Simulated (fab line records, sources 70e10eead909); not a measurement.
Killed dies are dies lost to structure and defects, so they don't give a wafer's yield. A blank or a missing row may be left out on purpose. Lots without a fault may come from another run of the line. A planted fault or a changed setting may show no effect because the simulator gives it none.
Chamber matching | flow nand_harc | NHARC_A_STAIRCASE_CMP_450 on cmp-01: 4 sister chambers
The step polishes SiO2, target thk 200 nm. 8 wafers are shown with their chamber, then 7 later ones without.

WAFERS WITH THEIR CHAMBER
wafer  | chamber | motor_current_A (A)
L075.3 | 1       | 11.8
L075.5 | 2       | 14.9
L075.6 | 3       | 11.1
L076.2 | 2       | 14.5
L076.3 | 1       | 11.8
L076.6 | 0       | 11.4
L086.2 | 0       | 11.3
L086.3 | 3       | 10.5

WAFERS WITHOUT THEIR CHAMBER
wafer  | motor_current_A (A)
L086.5 | 14.6
L089.1 | 14.4
L089.3 | 11.0
L089.4 | 12.3
L096.1 | 15.0
L096.4 | 11.9
L096.6 | 11.3

WHICH CHAMBER EACH WENT THROUGH
wafer  | from the rows above          | in truth
L086.5 | 2                            | 2
L089.1 | 2                            | 2
L089.3 | can't be placed: 3 or 0      | 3
L089.4 | can't be placed: 1 or 0      | 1
L096.1 | 2                            | 2
L096.4 | can't be placed: 1 or 0      | 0
L096.6 | can't be placed: 0 or 1 or 3 | 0
Placed correctly: 3 of 7. Can't be placed from these rows: 4 (the true chamber is among the candidates in 4). Placed wrongly: 0.
How it was worked out, from the rows above alone: a wafer's distance from a chamber is the root of the sum, over the readings, of the square of ((its reading less the chamber's mean) divided by the reading's scatter). The wafer belongs to the nearest chamber; if the next one is less than 2 further off, it can't be placed. A chamber's mean is the mean of its shown wafers. The scatter: the root of (the sum of the squares of (reading less its chamber's mean) over the shown wafers, divided by (wafers less chambers)).
